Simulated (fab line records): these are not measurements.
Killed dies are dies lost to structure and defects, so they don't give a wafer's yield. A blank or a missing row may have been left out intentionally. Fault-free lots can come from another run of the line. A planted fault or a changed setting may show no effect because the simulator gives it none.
Matching of chambers ; flow n5-finfet ; 4 sister chambers for N5_BEOL_M0_SAQP_ALD_48 on ald-sin-03
The step deposits SiO2, target thk 20 nm, pulse time 1 s, co reactant pulse time 1 s. 4 wafers are shown with their chamber, then 10 later ones without.

## WAFERS PAIRED WITH THEIR CHAMBERS
wafer;chamber;heater-power-w (W)
L090.2;0;80
L090.5;1;68
L092.1;2;82
L092.2;3;87

## WAFERS WITH NO CHAMBER GIVEN
wafer;heater-power-w (W)
L092.3;69
L092.4;80
L092.5;80
L092.6;85
L094.1;80
L094.2;82
L094.3;87
L096.2;82
L096.3;88
L096.5;82

## CHAMBER TAKEN BY EACH
wafer;from the rows above;in truth
L092.3;1;1
L092.4;0;0
L092.5;0;0
L092.6;can't be placed: 3 or 2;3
L094.1;0;0
L094.2;2;2
L094.3;3;3
L096.2;2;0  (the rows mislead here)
L096.3;3;3
L096.5;2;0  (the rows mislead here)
Correctly placed: 7 of 10. Unplaceable from these rows: 1, with the true chamber sitting among the candidates in 1. Placed wrongly: 2.
How it was worked out, from the rows above alone: a wafer's distance from a chamber is the root of the sum, over the readings, of the square of ((its reading less the chamber's mean) divided by the reading's scatter). The wafer belongs to the nearest chamber; if the next one is less than 2 further off, it can't be placed. The mean given for a chamber averages the wafers shown for that chamber. The scatter: with one shown wafer a chamber, the root of the mean of the squares of how far each hidden wafer lies from its nearest shown one.
